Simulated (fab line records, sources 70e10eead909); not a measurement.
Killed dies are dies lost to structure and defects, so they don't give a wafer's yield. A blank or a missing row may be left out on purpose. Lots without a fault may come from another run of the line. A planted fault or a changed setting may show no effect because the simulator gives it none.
Problem report in the 8D (eight disciplines) form, filled by code | flow nand_harc | the parts of the form that need people (team, actions taken, sign-off) are left out

1. THE PROBLEM
killed_at_array at NHARC_END_SORT_01 reads a mean of 674 on 9 wafers of 3 lots; wafers without a fault read 62 with a standard deviation of 22. That is +28 standard deviations from the usual mean.
First seen on wafer L776.1, day 30 10:26, on prober-01. The record holds 9 wafers of 3 lots with a number at this step. Rule for "out", or "out of limits": more than 4 standard deviations from the usual mean. The other wafers with a number count as sound.

2. WHAT IT IS AND WHAT IT IS NOT
question                    | is                           | is not
which readings at this step | killed_at_array, killed_dies | killed_at_other, killed_at_periphery, killed_open
which lots                  | L775, L776, L777             | -
which wafers of those lots  | all that have a number       | -
read on which gauges        | prober-01, prober-02         | -
when                        | from day 30 10:26            | up to then (0 sound wafers)

3. SUSPECTS, AND WHAT RULES EACH OUT
Counting: a tool at a process step up to the reading stays a suspect if it ran every lot that is out and no sound lot after the first of them.
- the gauge at NHARC_END_SORT_01: ruled out. The wafers that are out were read on 2 gauges (prober-01, prober-02).
- lpcvd_poly-04 at NHARC_A_DECK1_JOINT_CVD_12 (deposits poly-Si, target thk 90 nm, time 1800 s): kept. It ran every lot that is out, first L775 (day 17 04:45), and no sound lot after that.
Left after counting: lpcvd_poly-04 at NHARC_A_DECK1_JOINT_CVD_12.

4. THE CAUSE (what the simulator had put in)
Skipped step whole: lpcvd_poly-04, from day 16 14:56 on, at NHARC_A_DECK1_JOINT_CVD_12. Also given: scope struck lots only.
Counting left only this tool.

5. THE CHAIN OF EFFECTS, in route order
Each row: a reading whose mean over the struck wafers that have a number lies more than 3 standard deviations from the usual. Only readings for which the record gives a usual standard deviation are gone through. hours: the time from each lot's start at the first step in this table that gives one to its start at this step, as a median over the lots. sigmas: the change in usual standard deviations.
hours | step              | reading         | usual | on struck wafers | change | sigmas
0     | NHARC_END_SORT_01 | killed_at_array | 62    | 674              | +612   | +28
0     | NHARC_END_SORT_01 | killed_dies     | 67    | 677              | +610   | +27
Readings that are blank on the struck wafers while sound wafers have them: pressure_mtorr at NHARC_A_DECK1_JOINT_CVD_12; run_length_s at NHARC_A_DECK1_JOINT_CVD_12; spike_tc_lower_C at NHARC_A_DECK1_JOINT_CVD_12; tube_center_temp_C at NHARC_A_DECK1_JOINT_CVD_12; zone_power_centre_pct at NHARC_A_DECK1_JOINT_CVD_12; zone_power_top_pct at NHARC_A_DECK1_JOINT_CVD_12.

6. WHAT WOULD HAVE CAUGHT IT SOONER
In this record the first reading out of limits at a measuring or inspecting step was taken at day 30 10:26, 331 hours after the fault began at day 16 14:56.
At NHARC_A_DECK1_JOINT_CVD_12 the tool's readings are blank on the struck wafers, where sound wafers have them: an empty tool record is the first sign, and it was there at once.
All the lots that are out (3) had begun NHARC_A_DECK1_JOINT_CVD_12 on lpcvd_poly-04 by day 30 10:26. A hold on the tool at that time would have spared none of them.
